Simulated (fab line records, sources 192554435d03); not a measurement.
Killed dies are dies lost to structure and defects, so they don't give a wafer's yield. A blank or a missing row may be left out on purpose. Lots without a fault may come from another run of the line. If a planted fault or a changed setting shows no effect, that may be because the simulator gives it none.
Comparing a struck lot with a sound one | flow n5Finfet | 44 out of 1938 route steps
Sound: wafers L921.1, L921.2, L921.3. Struck: wafer L938.4 (left out: L938.1, a lot-mate that was not struck); the cause follows at the end.
Each step with rows lists, per side, the tool, then ch with its chambers, then its first start. Under that, the readings that differ: sound wafers | struck wafers | difference of the means | sigmas: that difference in standard deviations of wafers without a fault.
alike: a reading whose means differ by less than 2 such deviations, as well as words and numbers matching on both sides. not compared: withheld readings; readings where some wafer has no value; bounds like >300 that might hide an equal value; numbers whose values overlap and for which the record gives no deviation.
A row with sigmas, a row that says differs or no value, or rows on one side alone: a step with any of these is where the two part. Numbers that have no deviation but don't overlap get no sigmas and don't part them. A reading missing from all wafers of one side parts the sides only when that side holds two or more wafers.

N5_BEOL_M1_INSPECT_30: inspects for defects (brightfield).
  sound: defectInspect-01 at day 6 05:32; struck: defectInspect-02 at day 10 07:29
  alike: rawDefectCount
then, 3 steps without rows for these wafers: N5_BEOL_M1_DESCUM_33 (chemistry O2, time 7 s); N5_BEOL_M1_ETCH_77 (etches underlayer in N2/H2, target depth 6.5 nm, time 5.2 s); N5_BEOL_M1_ETCH_69 (etches SiARC in CF4, target depth 15.6 nm, time 26 s).
N5_BEOL_M1_ALD_98: deposits SiO2, target thk 2.5 nm, pulse time 1 s, co reactant pulse time 1 s.
  sound on aldSin-03 ch 1,2,3, day 6 05:42; struck on aldSin-03 ch 3, day 10 07:40
  alike: heaterPowerW, precursorPulseHeightRel
then, 7 steps without rows for these wafers: N5_BEOL_M1_ETCHBACK_99 (etches SiO2 in CHF3, target depth 5 nm, time 10.4 s); N5_BEOL_M1_ETCH_70 (etches SOC in N2/H2, target depth 80 nm, overetch 16 nm, time 120 s); N5_BEOL_M1_STRIP_71 (strips in N2/H2); N5_BEOL_M1_STRIP_78 (strips in N2/H2); N5_BEOL_M1_VIA_ETCH_34 (etches the open film in C4F6/O2, target depth 67.8 nm, time 64.4 s); N5_BEOL_M1_STRIP_83 (strips in C4F6/O2); N5_BEOL_M1_STRIP_36 (strips in N2/H2).
N5_BEOL_M1_TRENCH_ETCH_37: etches SiOC in C4F6/O2, target depth 55.207 nm, time 29 s.
  sound on rieDiel-05 ch 0,2,3, day 6 16:23; struck on rieDiel-05 ch 0, day 10 08:16
reading                                   | sound             | struck | difference | sigmas
oesProductAu (a.u.)                       | 0.72 0.89 0.79    | 0.94   | +0.14      | +2
rfHoursCounterH (h)                       | 191 33 132        | 218    | +99        | 
model.etch.depthNm (nm)                   | 53.79 55.43 55.38 | 83.07  | +28.20     | 
model.BEOL_M1.featureDepthNm (nm)         | 53.8 55.4 55.4    | 83     | +28        | 
model.TiN_of_BEOL_M1_HM_DEP_02.thkNm (nm) | 17.6 17.8 17.8    | 15.8   | -1.9       | 
  alike: drypumpMotorCurrentA, oes_o_777_au, rfVppV, showerheadPlenumPTorr, throttleValvePct
N5_BEOL_M1_ETCH_41: etches SiCN in CH3F/O2, target depth 31.9 nm, time 57.8 s.
  sound: rieDiel-05 ch 0,2,3; struck: rieDiel-05 ch 0
reading             | sound      | struck | difference | sigmas
rfHoursCounterH (h) | 191 33 132 | 218    | +99        | 
  alike: drypumpMotorCurrentA, oesProductAu, rfVppV, showerheadPlenumPTorr, throttleValvePct
then, 1 step without rows for these wafers: N5_BEOL_M1_STRIP_97 (strips in N2/H2, time 10 s).
N5_BEOL_M1_OCD_MEAS_38:
  sound: ocd-01 at day 6 16:33; struck: ocd-01 at day 10 08:25
reading            | sound          | struck | difference | sigmas
trenchDepthNm (nm) | 53.0 55.5 55.5 | 83.2   | +28.5      | +26
then, 4 steps without rows for these wafers: N5_BEOL_M1_HM_STRIP_39 (strips TiN in peroxide tin strip, target depth 25 nm, time 158 s); N5_BEOL_M1_SRD_40 (time 30 s); N5_BEOL_M1_PRECLEAN_42 (cleans in residue remover, time 60 s); N5_BEOL_M1_SRD_43 (time 30 s).
N5_BEOL_M1_CD_MEAS_35: target cd 18 nm, target cd y 21 nm.
  sound: cdSem-02 at day 6 16:42; struck: cdSem-01 at day 10 08:34
  alike: cdNm
then, 1 step without rows for these wafers: N5_BEOL_M1_DEGAS_44 (time 60 s).
N5_BEOL_M1_PRE_CLEAN_45: time 30 s.
  sound: pvdSputter-02 at day 6 17:02; struck: pvdSputter-03 at day 10 08:55
  alike: heaterPowerW
then, 14 steps without rows for these wafers: N5_BEOL_M1_ALD_84 (deposits TaN, pulse time 2 s, purge time 3 s, co reactant purge time 2 s); N5_BEOL_M1_SURFACE_TREAT_85; N5_BEOL_M1_CVD_47 (deposits Co from CCTBA/H2, target thk 3 nm, time 223.8 s); N5_BEOL_M1_SPUTTER_48 (material Cu, target thk 4.5 nm, time 8.29 s); N5_BEOL_M1_ANNEAL_49 (time 240 s); N5_BEOL_M1_SPUTTER_79 (material Cu, target thk 4.5 nm, time 8.29 s); N5_BEOL_M1_ANNEAL_80 (time 240 s); N5_BEOL_M1_SPUTTER_81 (material Cu, target thk 4.5 nm, time 8.29 s); N5_BEOL_M1_ANNEAL_82 (time 240 s); N5_BEOL_M1_SPUTTER_86 (material Cu, target thk 4.5 nm, time 8.29 s); N5_BEOL_M1_ANNEAL_87 (time 240 s); N5_BEOL_M1_SPUTTER_88 (material Cu, target thk 4.5 nm, time 8.29 s); N5_BEOL_M1_ANNEAL_89 (time 240 s); N5_BEOL_M1_SPUTTER_90 (material Cu, target thk 4.5 nm, time 8.29 s).
N5_BEOL_M1_ANNEAL_91: time 240 s.
  sound: pvdSputter-02 at day 6 18:54; struck: pvdSputter-02 at day 10 11:07
  alike: heaterPowerW
then, 2 steps without rows for these wafers: N5_BEOL_M1_SPUTTER_92 (material Cu, target thk 4.5 nm, time 8.29 s); N5_BEOL_M1_ANNEAL_93 (time 240 s).
N5_BEOL_M1_SPUTTER_94: material Cu, target thk 4.5 nm, time 8.29 s.
  sound: pvdSputter-02 at day 6 19:16; struck: pvdSputter-02 at day 10 11:28
  alike: throttleValvePct
then, 1 step without rows for these wafers: N5_BEOL_M1_ANNEAL_95 (time 240 s).
N5_BEOL_M4_RC_MEAS_101:
  the record has rows for the sound wafers here (prober-01 ch 0, day 8 22:22) and none for the struck ones
-- record jumps: 7 days separate the struck wafers' starts on either side; left off in module BEOL_M4, taken up again in module PASSIVATION, whose first shown step is the route's number 1936 --
N5_PASSIVATION_PROBE_49:
  sound: prober-01 at day 12 23:56; struck: prober-01 at day 17 14:19
reading                | sound          | struck | difference | sigmas
defectLimitedYield (%) | 89.7 88.8 90.3 | 12.3   | -77.3      | -55
killed_at_M0_to_M3     | 36 45 39       | 972    | +932       | +99 or more
killedDies             | 121 132 114    | 1035   | +913       | +54
killedOnRim            | 12 19 12       | 134    | +120       | +31
killedShort            | 34 50 49       | 27     | -17        | -3
sort_bin_6_memory (%)  | 4.4 3.7 4.6    | 2.8    | -1.4       | -2
sortNPass              | 1059 1048 1066 | 145    | -913       | -54
sortYieldPct (%)       | 89.7 88.8 90.3 | 12.3   | -77.3      | -55
  alike: killed_at_M4_up, killedAtContacts, killedAtFrontEnd, killedAtOther, killedOpen, sort_bin_4_leakage, sort_bin_5_function

WHERE THEY PART
At N5_BEOL_M1_TRENCH_ETCH_37 first; at N5_PASSIVATION_PROBE_49 last (within this record only).

WHY: whatever the simulator had introduced
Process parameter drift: rieDiel-05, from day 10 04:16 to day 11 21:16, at N5_BEOL_M1_TRENCH_ETCH_37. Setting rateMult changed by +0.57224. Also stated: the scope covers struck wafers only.
